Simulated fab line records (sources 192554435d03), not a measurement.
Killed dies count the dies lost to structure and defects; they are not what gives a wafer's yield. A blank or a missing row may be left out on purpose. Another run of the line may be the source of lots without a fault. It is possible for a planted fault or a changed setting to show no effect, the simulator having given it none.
Matching of chambers ; flow n5_finfet ; N5_FIN_SAQP_STRIP_70 on rie_diel-01: 4 sister chambers
The step strips in N2/H2. 4 wafers are shown with their chamber, then 12 later ones without.

WAFERS WITH THEIR CHAMBER
wafer;chamber;drypump_motor_current_A (A)
L090.3;1;6.3
L090.5;2;5.8
L094.1;0;4.9
L094.4;3;6.1

WAFERS WITH NO CHAMBER GIVEN
wafer;drypump_motor_current_A (A)
L095.1;5.8
L095.2;4.8
L095.3;6.3
L095.4;6.1
L095.5;4.9
L095.6;6.3
L097.1;6.1
L097.2;5.8
L097.3;4.9
L097.4;4.9
L097.5;5.8
L097.6;6.1

THE CHAMBER EACH PASSED THROUGH
wafer;from the rows above;in truth
L095.1;2;2
L095.2;0;0
L095.3;1;1
L095.4;3;3
L095.5;0;0
L095.6;1;1
L097.1;3;3
L097.2;2;2
L097.3;0;0
L097.4;0;0
L097.5;2;2
L097.6;3;3
Correct placement for 12 of the 12. From these rows, 0 cannot be placed. Number placed wrongly: 0.
How it was worked out, from the rows above alone: a wafer's distance from a chamber is the root of the sum, over the readings, of the square of ((its reading less the chamber's mean) divided by the reading's scatter). If the next closest chamber is less than 2 further off than the closest, the wafer can't be placed; otherwise it belongs to the closest. Each chamber's mean is taken over the wafers shown for it. The scatter: with one shown wafer a chamber, the root of the mean of the squares of how far each hidden wafer lies from its nearest shown one.
